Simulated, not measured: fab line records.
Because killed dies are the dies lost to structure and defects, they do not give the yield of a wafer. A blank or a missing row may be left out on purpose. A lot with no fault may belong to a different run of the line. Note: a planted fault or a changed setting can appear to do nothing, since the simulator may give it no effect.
A lot that was struck, set against a sound lot + flow nand-harc + 42 steps out of a route of 1302
Sound: wafers L362.3, L362.4, L362.6. Struck: wafer L369.4 (L369.1, L369.3, from the same lot, were not struck and are left out); the cause is given at the end.
Each step with rows lists, per side, the tool, then ch with its chambers, then its first start. Under that, the readings that differ: sound wafers + struck wafers + difference of the means + sigmas: that difference in standard deviations of wafers without a fault.
alike: same words and numbers on both sides, and readings whose means sit less than 2 such deviations apart. not compared: any withheld reading, any reading some wafer has no value for, any bound like >300 that may hide the same value, and any number with overlapping values for which the record gives no deviation.
Wherever a step has rows on one side only, a row that says differs or no value, or a row with sigmas, the two part there. When numbers do not overlap yet have no deviation, they are printed without sigmas and do not part them. A reading that every wafer of one side lacks parts them only if that side has two wafers or more.

first, 6 steps without rows for these wafers: NHARC_A_BLC_COAT_04 (resist thk 90 nm); NHARC_A_BLC_SOFTBAKE_05 (time 55 s); NHARC_A_BLC_EBR_06; NHARC_A_BLC_EXPOSE_07 (exposes mask A BLC, target cd 100 nm); NHARC_A_BLC_PEB_08 (peb time 65 s); NHARC_A_BLC_DEVELOP_09 (develop time 35 s).
NHARC_A_BLC_CD_MEAS_10: the cd target is 100 nm.
  sound on cd-sem-01 ch 0, day 22 20:54; struck on cd-sem-02 ch 0, day 25 19:41
  alike: cd-nm
NHARC_A_BLC_OVL_MEAS_11:
  sound on overlay-01 at day 22 20:59; struck on overlay-02 at day 25 19:46
| reading           | sound          | struck | difference | sigmas |
|-------------------|----------------|--------|------------|--------|
| overlay-y-nm (nm) | -1.7 -0.9 -0.7 | 0.6    | +1.7       | +2     |
  alike: overlay-x-nm
NHARC_A_BLC_INSPECT_12:
  sound on defect-inspect-02 at day 22 21:01; struck on defect-inspect-02 at day 25 19:49
| reading          | sound    | struck | difference | sigmas |
|------------------|----------|--------|------------|--------|
| raw-defect-count | 75 75 77 | 178    | +102       | +3     |
then, 2 steps without rows for these wafers: NHARC_A_BLC_DESCUM_15 (chemistry O2, time 3 s); NHARC_A_BLC_ETCH_16 (etches the open film in CF4, target depth 39 nm, time 65 s).
NHARC_A_BLC_ETCH_17: etches the open film in N2/H2, target depth 390 nm, time 609.38 s.
  sound on rie-diel-03 ch 0,3; struck on rie-diel-11 ch 0
  alike: drypump-motor-current-A, oes-product-au, rf-vpp-V, showerhead-plenum-p-Torr, throttle-valve-pct
  not compared: rf-hours-counter-h
NHARC_A_BLC_ETCH_18: etches the open film in C4F8/O2/Ar, target depth 910 nm.
  sound on rie-diel-03 ch 0,1, day 22 21:43; struck on rie-diel-11 ch 0, day 25 20:28
| reading               | sound             | struck | difference | sigmas |
|-----------------------|-------------------|--------|------------|--------|
| oes-product-au (a.u.) | 0.956 0.975 0.969 | 0.898  | -0.069     | -3     |
  alike: rf-vpp-V
  not compared: rf-hours-counter-h
NHARC_A_BLC_CD_MEAS_19:
  sound on cd-sem-01 at day 22 22:03; struck on cd-sem-03 at day 25 20:50
  alike: cd-nm
then, 6 steps without rows for these wafers: NHARC_A_BLC_STRIP_29 (strips in CF4); NHARC_A_BLC_STRIP_21 (strips in O2); NHARC_A_BLC_STRIP_22 (strips in post etch residue remover, time 600 s); NHARC_A_BLC_DEGAS_30 (time 60 s); NHARC_A_BLC_PRE_CLEAN_31 (time 15 s); NHARC_A_BLC_PVD_32 (deposits Ti, target thk 5 nm, time 17.7 s).
NHARC_A_BLC_ALD_23: deposits TiN, target thk 3 nm, pulse time 1 s, ald cycles 150.
  sound on ald-metal-02 ch 1,2,3, day 22 22:56; struck on ald-metal-01 ch 0, day 25 21:41
  alike: heater-power-w, precursor-pulse-height-rel
then, 1 step without rows for these wafers: NHARC_A_BLC_CVD_24 (deposits W, target thk 150 nm, time 434 s).
NHARC_A_BLC_CMP_25: polishes, t overpolish 30 s, target thk 150 nm.
  sound on cmp-04 ch 2,3, day 22 23:38; struck on cmp-03 ch 1, day 25 22:25
  alike: motor-current-A, overpolish-run-s, slurry-flow-ml-min, time-to-endpoint-s
then, 1 step without rows for these wafers: NHARC_A_BLC_SRD_27.
NHARC_A_BLC_INSPECT_28:
  sound on defect-inspect-01 at day 23 00:03; struck on defect-inspect-02 at day 25 22:49
  alike: raw-defect-count
then, 10 steps without rows for these wafers: NHARC_A_M0_DEP_00 (deposits SiOC, target thk 150 nm); NHARC_A_M0_DEHYDRATE_01 (time 120 s); NHARC_A_M0_HMDS_02 (time 30 s); NHARC_A_M0_COAT_33 (time 65 s); NHARC_A_M0_COAT_03 (resist thk 90 nm); NHARC_A_M0_SOFTBAKE_04 (time 55 s); NHARC_A_M0_EBR_05; NHARC_A_M0_EXPOSE_06 (exposes mask A M0, target cd 80 nm); NHARC_A_M0_PEB_07 (peb time 65 s); NHARC_A_M0_DEVELOP_08 (develop time 35 s).
NHARC_A_M0_CD_MEAS_09: the cd target is 80 nm.
  sound on cd-sem-02 ch 0, day 23 00:50; struck on cd-sem-02 ch 0, day 25 23:43
| reading    | sound          | struck | difference | sigmas |
|------------|----------------|--------|------------|--------|
| cd-nm (nm) | 79.8 79.0 80.8 | 78.5   | -1.4       | -2     |
NHARC_A_M0_OVL_MEAS_10: pitch 160 nm.
  sound on overlay-02 at day 23 00:55; struck on overlay-01 at day 25 23:47
| reading           | sound       | struck | difference | sigmas |
|-------------------|-------------|--------|------------|--------|
| overlay-y-nm (nm) | 1.2 0.9 1.1 | -1.1   | -2.2       | -2     |
  alike: overlay-x-nm
NHARC_A_M0_INSPECT_11:
  sound on defect-inspect-01 at day 23 00:57; struck on defect-inspect-02 at day 25 23:50
| reading          | sound    | struck | difference | sigmas |
|------------------|----------|--------|------------|--------|
| raw-defect-count | 69 74 75 | 186    | +113       | +3     |
then, 1 step without rows for these wafers: NHARC_A_M0_DESCUM_14 (chemistry O2, time 3 s).
NHARC_A_M0_ETCH_34: etches the open film in N2/H2, target depth 40 nm, overetch 12 nm, time 43.94 s.
  sound on rie-diel-01 ch 0,1, day 23 01:07; struck on rie-diel-09 ch 2, day 25 23:59
  alike: drypump-motor-current-A, oes-product-au, rf-vpp-V, showerhead-plenum-p-Torr, throttle-valve-pct
  not compared: rf-hours-counter-h
NHARC_A_M0_ETCH_15: etches the open film in C4F8/Ar, target depth 150 nm, overetch 15 nm, time 82.5 s.
  sound on rie-diel-01 ch 2,3; struck on rie-diel-09 ch 3
  alike: oes-product-au, rf-vpp-V
  not compared: rf-hours-counter-h
NHARC_END_SORT_01:
  here the record holds rows for the struck wafers (prober-02 ch 0, day 27 21:14) but none for the sound ones

## WHERE THEY PART
Earliest at NHARC_A_BLC_OVL_MEAS_11; latest, in this record, at NHARC_END_SORT_01.

WHY: what had been put in by the simulator
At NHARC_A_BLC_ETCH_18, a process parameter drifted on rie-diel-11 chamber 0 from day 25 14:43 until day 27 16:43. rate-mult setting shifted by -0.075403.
